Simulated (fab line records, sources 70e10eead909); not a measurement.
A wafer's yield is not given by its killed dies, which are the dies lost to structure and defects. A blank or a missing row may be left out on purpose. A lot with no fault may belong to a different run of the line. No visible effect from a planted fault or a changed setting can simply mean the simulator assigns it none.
Which tool is to blame? :: flow nand_harc :: 15 lots with 45 wafers sampled at 2 steps, on a route of 1302 steps

WHAT EACH GAUGE READ, for each wafer
NHARC_A_ONON_D2_THK_MEAS_02: measures by ellipsometry. Usual: thk_nm at 1003 nm, with a standard deviation of 11.
lot: L796
measured: day 12 08:04
on: film_metro-01
thk_nm (nm): 990 990 990
flag: 

lot: L798
measured: day 13 11:10
on: film_metro-02
thk_nm (nm): 1009 1007 1008
flag: 

lot: L799
measured: day 13 11:34
on: film_metro-01
thk_nm (nm): 1003 1003 1005
flag: 

lot: L804
measured: day 15 23:07
on: film_metro-02
thk_nm (nm): 989 991 990
flag: 

lot: L806
measured: day 16 18:20
on: film_metro-01
thk_nm (nm): 1010 1008 1010
flag: 

lot: L809
measured: day 18 18:08
on: film_metro-01
thk_nm (nm): 997 996 995
flag: 

lot: L811
measured: day 18 18:10
on: film_metro-02
thk_nm (nm): 998 997 999
flag: 

lot: L810
measured: day 18 18:17
on: film_metro-01
thk_nm (nm): 1013 1013 1013
flag: 

lot: L812
measured: day 19 07:40
on: film_metro-01
thk_nm (nm): 1003 1003 1004
flag: 

lot: L813
measured: day 19 18:04
on: film_metro-01
thk_nm (nm): 990 991 990
flag: 

lot: L814
measured: day 20 05:01
on: film_metro-01
thk_nm (nm): 1007 1008 1007
flag: 

lot: L816
measured: day 20 17:10
on: film_metro-01
thk_nm (nm): 1003 1005 1004
flag: 

lot: L817
measured: day 21 01:31
on: film_metro-01
thk_nm (nm): 1012 1011 1010
flag: 

lot: L818
measured: day 21 17:55
on: film_metro-02
thk_nm (nm): 1016 1015 1015
flag: 

lot: L819
measured: day 22 09:29
on: film_metro-01
thk_nm (nm): 986 984 986
flag: 

NHARC_A_ONON_D2_THK_MEAS_18: measures by ellipsometry. Usual: thk_nm at 999 nm, with a standard deviation of 7.3.
lot: L796
measured: day 12 17:47
on: film_metro-02
thk_nm (nm): 991 991 990
flag: 

lot: L798
measured: day 13 20:46
on: film_metro-02
thk_nm (nm): 988 989 988
flag: 

lot: L799
measured: day 13 20:46
on: film_metro-01
thk_nm (nm): 1002 1001 1003
flag: 

lot: L804
measured: day 16 09:10
on: film_metro-01
thk_nm (nm): 991 994 995
flag: 

lot: L806
measured: day 17 07:36
on: film_metro-01
thk_nm (nm): 1005 1003 1002
flag: 

lot: L809
measured: day 19 04:26
on: film_metro-02
thk_nm (nm): 1005 1004 1005
flag: 

lot: L811
measured: day 19 04:26
on: film_metro-02
thk_nm (nm): 1003 1005 1005
flag: 

lot: L810
measured: day 19 04:26
on: film_metro-01
thk_nm (nm): 1005 1005 1004
flag: 

lot: L812
measured: day 19 18:00
on: film_metro-01
thk_nm (nm): 988 988 989
flag: 

lot: L813
measured: day 20 04:04
on: film_metro-02
thk_nm (nm): 996 996 996
flag: 

lot: L814
measured: day 20 14:38
on: film_metro-02
thk_nm (nm): 1007 1009 1009
flag: 

lot: L816
measured: day 21 10:37
on: film_metro-02
thk_nm (nm): 1009 1009 1008
flag: 

lot: L817
measured: day 21 10:37
on: film_metro-02
thk_nm (nm): 1012 1013 1012
flag: 

lot: L818
measured: day 22 03:35
on: film_metro-01
thk_nm (nm): 1003 1003 1004
flag: 

lot: L819
measured: day 22 20:14
on: film_metro-02
thk_nm (nm): 998 997 998
flag: 

EACH LOT AND THE TOOL THAT RAN IT (in order: tool; ch and the chambers of the sampled wafers; start)
There is no process step in the record ahead of these readings.

WHAT THE TOOLS THEMSELVES READ (means of the sampled wafers that have a number; where no wafer has one, the mark that the record gives instead)
The record holds no such reading with a usual standard deviation.

THE ANSWER, worked out from the rows above alone
Rule: lot off if the mean of its wafers having a number is beyond 3 standard deviations from the usual mean. A lot without any number at a reading at which 4 lots or more have one is off too. All remaining lots with rows at the step are treated as sound. The gauges are gone through in route order, then the tools' own readings, and for those a lot's mean is taken as printed above. At the first step where some lot is off, the reading lying furthest off is the one used; lots without a number count as furthest.
Nothing can be told from this: no lot is off at any reading shown.

WHAT HAD BEEN PUT IN BY THE SIMULATOR
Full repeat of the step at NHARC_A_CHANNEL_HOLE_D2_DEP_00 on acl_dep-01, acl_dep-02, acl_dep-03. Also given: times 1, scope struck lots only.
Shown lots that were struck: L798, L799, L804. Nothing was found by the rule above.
